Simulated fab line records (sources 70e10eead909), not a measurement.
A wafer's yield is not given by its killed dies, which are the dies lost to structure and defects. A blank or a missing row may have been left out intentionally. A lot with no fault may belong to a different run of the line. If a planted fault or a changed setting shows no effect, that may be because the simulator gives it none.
Which of the tools did it? / flow nand harc / 11 lots, 33 wafers sampled, at 7 steps of a route of 1159

## WHAT EACH GAUGE READ, for each wafer
NHARC_P_CONTACT_OVL_MEAS_13.
lot=L103; measured=day 5 20:22; on=overlay-02; overlay x nm (nm)=-1.0 -1.3 -0.6; overlay y nm (nm)=1.9 2.0 2.3
lot=L105; measured=day 6 03:24; on=overlay-01; overlay x nm (nm)=-0.2 -0.2 -0.6; overlay y nm (nm)=-0.4 -0.6 -0.1
lot=L106; measured=day 6 23:44; on=overlay-02; overlay x nm (nm)=-0.2 0.0 -0.3; overlay y nm (nm)=-1.0 -0.8 -1.3
lot=L108; measured=day 7 10:56; on=overlay-02; overlay x nm (nm)=0.0 0.2 0.0; overlay y nm (nm)=-1.3 -1.3 -1.0
lot=L109; measured=day 7 13:12; on=overlay-01; overlay x nm (nm)=1.0 0.9 0.4; overlay y nm (nm)=-0.1 0.0 0.4
lot=L111; measured=day 7 17:42; on=overlay-01; overlay x nm (nm)=-1.1 -1.4 -1.2; overlay y nm (nm)=-0.1 -0.8 -0.8
lot=L116; measured=day 8 19:46; on=overlay-01; overlay x nm (nm)=0.3 1.0 0.3; overlay y nm (nm)=1.4 0.8 0.9
lot=L117; measured=day 9 15:22; on=overlay-01; overlay x nm (nm)=1.7 1.9 1.9; overlay y nm (nm)=0.7 0.4 0.5
lot=L120; measured=day 10 00:44; on=overlay-01; overlay x nm (nm)=0.0 0.5 0.4; overlay y nm (nm)=-0.5 -0.3 0.4
lot=L125; measured=day 11 00:27; on=overlay-01; overlay x nm (nm)=-0.2 -0.1 -0.3; overlay y nm (nm)=-0.3 -0.4 -0.2
lot=L124; measured=day 11 01:10; on=overlay-01; overlay x nm (nm)=0.3 0.3 0.4; overlay y nm (nm)=1.2 0.9 0.5

NHARC_P_M0_CD_MEAS_09: target cd 90 nm.
lot=L103; measured=day 6 06:04; on=cd sem-01; cd nm (nm)=89.8 89.9 90.1
lot=L105; measured=day 6 07:43; on=cd sem-03; cd nm (nm)=90.6 90.4 90.0
lot=L106; measured=day 7 03:50; on=cd sem-03; cd nm (nm)=89.8 90.3 89.5
lot=L108; measured=day 7 16:11; on=cd sem-02; cd nm (nm)=90.3 90.2 90.6
lot=L109; measured=day 7 21:02; on=cd sem-03; cd nm (nm)=90.0 89.2 90.8
lot=L111; measured=day 8 03:49; on=cd sem-01; cd nm (nm)=89.6 89.4 89.3
lot=L116; measured=day 9 03:07; on=cd sem-01; cd nm (nm)=- - -
lot=L117; measured=day 9 22:56; on=cd sem-03; cd nm (nm)=- - -
lot=L120; measured=day 10 07:01; on=cd sem-01; cd nm (nm)=89.6 90.2 90.0
lot=L125; measured=day 11 05:32; on=cd sem-01; cd nm (nm)=89.8 90.9 89.7
lot=L124; measured=day 11 05:41; on=cd sem-03; cd nm (nm)=89.0 89.7 89.8

NHARC_P_M0_OVL_MEAS_10: pitch 180 nm.
lot=L103; measured=day 6 06:10; on=overlay-01; overlay x nm (nm)=0.5 0.8 0.9; overlay y nm (nm)=-1.5 -1.9 -1.5
lot=L105; measured=day 6 07:49; on=overlay-02; overlay x nm (nm)=0.0 0.0 0.0; overlay y nm (nm)=1.6 1.8 1.7
lot=L106; measured=day 7 03:55; on=overlay-01; overlay x nm (nm)=-1.7 -1.3 -1.7; overlay y nm (nm)=-0.3 -0.4 -0.7
lot=L108; measured=day 7 16:16; on=overlay-02; overlay x nm (nm)=-0.1 0.0 -0.6; overlay y nm (nm)=0.6 0.4 0.1
lot=L109; measured=day 7 21:08; on=overlay-01; overlay x nm (nm)=-1.0 -1.1 -0.8; overlay y nm (nm)=0.1 0.1 0.6
lot=L111; measured=day 8 03:54; on=overlay-01; overlay x nm (nm)=-1.0 -0.7 -0.6; overlay y nm (nm)=-1.4 -1.6 -1.2
lot=L116; measured=day 9 03:13; on=overlay-02; overlay x nm (nm)=- - -; overlay y nm (nm)=- - -
lot=L117; measured=day 9 23:02; on=overlay-01; overlay x nm (nm)=- - -; overlay y nm (nm)=- - -
lot=L120; measured=day 10 07:07; on=overlay-01; overlay x nm (nm)=-0.5 -0.8 -0.2; overlay y nm (nm)=-0.1 -0.4 -0.1
lot=L125; measured=day 11 05:38; on=overlay-01; overlay x nm (nm)=1.0 0.5 0.5; overlay y nm (nm)=-0.5 -0.7 -0.7
lot=L124; measured=day 11 05:47; on=overlay-01; overlay x nm (nm)=1.8 1.4 0.8; overlay y nm (nm)=-0.5 -1.0 -0.6

NHARC_END_SORT_01.
lot=L117; measured=day 23 18:05; on=prober-02; defect limited yield (%)=0 0 0; killed at array=37 21 45; killed at other=0 0 0; killed at periphery=640 656 632; killed dies=677 677 677; killed open=7 0 3; killed short=2 0 1; sort_bin_2_pct (%)=94.5 97.5 95.4; sort_bin_3_pct (%)=0.30 0.15 0.30; sort_bin_4_pct (%)=5.2 2.4 4.3; sort n pass=0 0 0; sort rim yield pct (%)=0 0 0; sort yield pct (%)=0 0 0

## EACH LOT AND THE TOOL THAT RAN IT (in order: tool; ch and the chambers of the sampled wafers; start)
lot=L103; NHARC_P_CONTACT_DESCUM_17=rie diel-06 ch 1,3, day 5 20:28; NHARC_P_M0_PEB_07=litho track-06 ch 0, day 6 05:59; NHARC_P_M0_ETCH_34=rie diel-02 ch 1,2, day 6 06:20
lot=L105; NHARC_P_CONTACT_DESCUM_17=rie diel-06 ch 1,2,3, day 6 03:30; NHARC_P_M0_PEB_07=litho track-01 ch 0, day 6 07:38; NHARC_P_M0_ETCH_34=rie diel-02 ch 1,3, day 6 08:02
lot=L106; NHARC_P_CONTACT_DESCUM_17=rie diel-09 ch 1,2, day 6 23:50; NHARC_P_M0_PEB_07=litho track-06 ch 0, day 7 03:45; NHARC_P_M0_ETCH_34=rie diel-08 ch 1,2,3, day 7 04:07
lot=L108; NHARC_P_CONTACT_DESCUM_17=rie diel-06 ch 0,2,3, day 7 11:03; NHARC_P_M0_PEB_07=litho track-04 ch 0, day 7 16:06; NHARC_P_M0_ETCH_34=rie diel-11 ch 0,1,2, day 7 16:27
lot=L109; NHARC_P_CONTACT_DESCUM_17=rie diel-09 ch 2,3, day 7 13:17; NHARC_P_M0_PEB_07=litho track-01 ch 0, day 7 20:58; NHARC_P_M0_ETCH_34=rie diel-02 ch 0,1,3, day 7 21:19
lot=L111; NHARC_P_CONTACT_DESCUM_17=rie diel-06 ch 1,2, day 7 17:49; NHARC_P_M0_PEB_07=litho track-06 ch 0, day 8 03:44; NHARC_P_M0_ETCH_34=rie diel-02 ch 0,2, day 8 04:05
lot=L116; NHARC_P_CONTACT_DESCUM_17=rie diel-06 ch 0,2,3, day 8 19:52; NHARC_P_M0_PEB_07=litho track-06 ch 0, day 9 03:02; NHARC_P_M0_ETCH_34=rie diel-02 ch 1,2,3, day 9 03:23
lot=L117; NHARC_P_CONTACT_DESCUM_17=rie diel-09 ch 0,2,3, day 9 15:28; NHARC_P_M0_PEB_07=litho track-06 ch 0, day 9 22:50; NHARC_P_M0_ETCH_34=rie diel-11 ch 0,1,3, day 9 23:13
lot=L120; NHARC_P_CONTACT_DESCUM_17=rie diel-09 ch 1,2,3, day 10 00:50; NHARC_P_M0_PEB_07=litho track-04 ch 0, day 10 06:56; NHARC_P_M0_ETCH_34=rie diel-11 ch 1,2,3, day 10 07:17
lot=L125; NHARC_P_CONTACT_DESCUM_17=rie diel-09 ch 1,3, day 11 00:34; NHARC_P_M0_PEB_07=litho track-04 ch 0, day 11 05:28; NHARC_P_M0_ETCH_34=rie diel-08 ch 0,1, day 11 05:49
lot=L124; NHARC_P_CONTACT_DESCUM_17=rie diel-05 ch 0,1,2, day 11 01:16; NHARC_P_M0_PEB_07=litho track-01 ch 0, day 11 05:37; NHARC_P_M0_ETCH_34=rie diel-11 ch 2,3, day 11 05:58
- NHARC_P_CONTACT_DESCUM_17: chemistry O2, time 3 s.
- NHARC_P_M0_PEB_07: peb time 65 s.
- NHARC_P_M0_ETCH_34: etches the open film in N2/H2, target depth 40 nm, overetch 12 nm, time 43.94 s.

## WHAT THE TOOLS THEMSELVES READ (means of the sampled wafers that have a number; where no wafer has one, the mark that the record gives instead)
NHARC_P_CONTACT_DESCUM_17.
lot=L103; tool=rie diel-06; drypump motor current A (A)=6.0; oes product au (a.u.)=1.002; rf vpp V (V)=57.4; showerhead plenum p Torr (Torr)=1.89; throttle valve pct (%)=11.314
lot=L105; tool=rie diel-06; drypump motor current A (A)=5.7; oes product au (a.u.)=1.001; rf vpp V (V)=57.6; showerhead plenum p Torr (Torr)=1.92; throttle valve pct (%)=11.312
lot=L106; tool=rie diel-09; drypump motor current A (A)=6.3; oes product au (a.u.)=0.997; rf vpp V (V)=57.5; showerhead plenum p Torr (Torr)=1.96; throttle valve pct (%)=11.307
lot=L108; tool=rie diel-06; drypump motor current A (A)=5.6; oes product au (a.u.)=0.995; rf vpp V (V)=57.7; showerhead plenum p Torr (Torr)=1.88; throttle valve pct (%)=11.313
lot=L109; tool=rie diel-09; drypump motor current A (A)=6.1; oes product au (a.u.)=0.993; rf vpp V (V)=58.7; showerhead plenum p Torr (Torr)=1.97; throttle valve pct (%)=11.307
lot=L111; tool=rie diel-06; drypump motor current A (A)=5.5; oes product au (a.u.)=0.999; rf vpp V (V)=57.6; showerhead plenum p Torr (Torr)=1.97; throttle valve pct (%)=11.309
lot=L116; tool=rie diel-06; drypump motor current A (A)=5.6; oes product au (a.u.)=0.994; rf vpp V (V)=58.0; showerhead plenum p Torr (Torr)=1.87; throttle valve pct (%)=11.317
lot=L117; tool=rie diel-09; drypump motor current A (A)=5.8; oes product au (a.u.)=1.001; rf vpp V (V)=57.5; showerhead plenum p Torr (Torr)=1.90; throttle valve pct (%)=11.314
lot=L120; tool=rie diel-09; drypump motor current A (A)=6.2; oes product au (a.u.)=0.994; rf vpp V (V)=58.0; showerhead plenum p Torr (Torr)=1.97; throttle valve pct (%)=11.316
lot=L125; tool=rie diel-09; drypump motor current A (A)=6.4; oes product au (a.u.)=1.003; rf vpp V (V)=57.5; showerhead plenum p Torr (Torr)=2.02; throttle valve pct (%)=11.312
lot=L124; tool=rie diel-05; drypump motor current A (A)=5.8; oes product au (a.u.)=0.996; rf vpp V (V)=57.2; showerhead plenum p Torr (Torr)=1.87; throttle valve pct (%)=11.309

NHARC_P_M0_PEB_07.
lot=L103; tool=litho track-06; chill plate temp C (C)=23.08; heater power total W (W)=156.9
lot=L105; tool=litho track-01; chill plate temp C (C)=22.86; heater power total W (W)=156.5
lot=L106; tool=litho track-06; chill plate temp C (C)=23.05; heater power total W (W)=156.4
lot=L108; tool=litho track-04; chill plate temp C (C)=23.09; heater power total W (W)=156.7
lot=L109; tool=litho track-01; chill plate temp C (C)=23.07; heater power total W (W)=156.5
lot=L111; tool=litho track-06; chill plate temp C (C)=23.03; heater power total W (W)=156.4
lot=L116; tool=litho track-06; chill plate temp C (C)=23.06; heater power total W (W)=426.4
lot=L117; tool=litho track-06; chill plate temp C (C)=23.08; heater power total W (W)=425.6
lot=L120; tool=litho track-04; chill plate temp C (C)=23.02; heater power total W (W)=156.8
lot=L125; tool=litho track-04; chill plate temp C (C)=23.01; heater power total W (W)=156.4
lot=L124; tool=litho track-01; chill plate temp C (C)=22.98; heater power total W (W)=156.6

NHARC_P_M0_ETCH_34.
lot=L103; tool=rie diel-02; drypump motor current A (A)=6.4; oes product au (a.u.)=0.999; rf vpp V (V)=432.9; showerhead plenum p Torr (Torr)=2.11; throttle valve pct (%)=14.176
lot=L105; tool=rie diel-02; drypump motor current A (A)=6.4; oes product au (a.u.)=0.996; rf vpp V (V)=431.6; showerhead plenum p Torr (Torr)=2.06; throttle valve pct (%)=14.173
lot=L106; tool=rie diel-08; drypump motor current A (A)=6.1; oes product au (a.u.)=0.996; rf vpp V (V)=432.3; showerhead plenum p Torr (Torr)=2.11; throttle valve pct (%)=14.171
lot=L108; tool=rie diel-11; drypump motor current A (A)=5.7; oes product au (a.u.)=0.999; rf vpp V (V)=429.9; showerhead plenum p Torr (Torr)=2.04; throttle valve pct (%)=14.174
lot=L109; tool=rie diel-02; drypump motor current A (A)=6.3; oes product au (a.u.)=1.004; rf vpp V (V)=432.3; showerhead plenum p Torr (Torr)=2.10; throttle valve pct (%)=14.174
lot=L111; tool=rie diel-02; drypump motor current A (A)=6.3; oes product au (a.u.)=1.003; rf vpp V (V)=433.2; showerhead plenum p Torr (Torr)=2.15; throttle valve pct (%)=14.168
lot=L116; tool=rie diel-02; drypump motor current A (A)=6.2; oes product au (a.u.)=1.004; rf vpp V (V)=432.1; showerhead plenum p Torr (Torr)=2.07; throttle valve pct (%)=14.169
lot=L117; tool=rie diel-11; drypump motor current A (A)=5.9; oes product au (a.u.)=0.997; rf vpp V (V)=430.7; showerhead plenum p Torr (Torr)=2.07; throttle valve pct (%)=14.173
lot=L120; tool=rie diel-11; drypump motor current A (A)=5.9; oes product au (a.u.)=1.002; rf vpp V (V)=431.7; showerhead plenum p Torr (Torr)=2.07; throttle valve pct (%)=14.171
lot=L125; tool=rie diel-08; drypump motor current A (A)=6.1; oes product au (a.u.)=0.997; rf vpp V (V)=431.8; showerhead plenum p Torr (Torr)=2.10; throttle valve pct (%)=14.170
lot=L124; tool=rie diel-11; drypump motor current A (A)=6.1; oes product au (a.u.)=1.011; rf vpp V (V)=429.1; showerhead plenum p Torr (Torr)=2.01; throttle valve pct (%)=14.170

## THE ANSWER, worked out from the rows above alone
Rule: the usual values come from the lots themselves. Put in order of their means at a reading, lots are off if they are a third of the lots or fewer, leave a main group of 4 or more, and stand apart from it by a gap of 3 or more times the standard deviation of the main group's means; of several such gaps the widest counts. The tables above print the reading to a certain number of digits; a main group whose means all agree to those digits is not used. Also off: a lot with no number at a reading for which 4 or more lots have one. Where the step has rows for the other lots, those lots are counted as sound. First the gauges in route order, then the tools' own readings, where a lot's mean is used as printed above. The first step at which some lot is off is used, and at that step the reading that is off furthest; a lot without a number counts as furthest.
Off, at NHARC_P_M0_CD_MEAS_09 on cd nm: L116, L117. Without a number there: L116, L117. Mean 89.9 nm and standard deviation 0.3 in the main group.
If a tool, at a process step before that reading, ran all the lots that are off and no sound lot after the first of them, it fits. The gauges at NHARC_P_M0_CD_MEAS_09 aren't tried: what is off there is off at NHARC_P_M0_OVL_MEAS_10 too, on other tools, and a gauge's error can't cause that. One fits: NHARC_P_M0_PEB_07 on litho track-06. A fault onset in the window from L111 (day 8 03:44, its last sound lot) to L116 (day 9 03:02, its first lot off) fits.
On the lots that are off, the tool's own readings at NHARC_P_M0_PEB_07 differ by more than 5 times the standard deviation of the sound lots' means, which bears it out; heater power total W reads 426.0 W there versus 156.6 W on the sound lots.

## WHAT THE SIMULATOR PUT IN
Process parameter drift: litho track-06, from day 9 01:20 on, at NHARC_P_M0_PEB_07. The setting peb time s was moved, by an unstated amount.
Shown lots that were struck: L116, L117. The rule above reached the same finding.
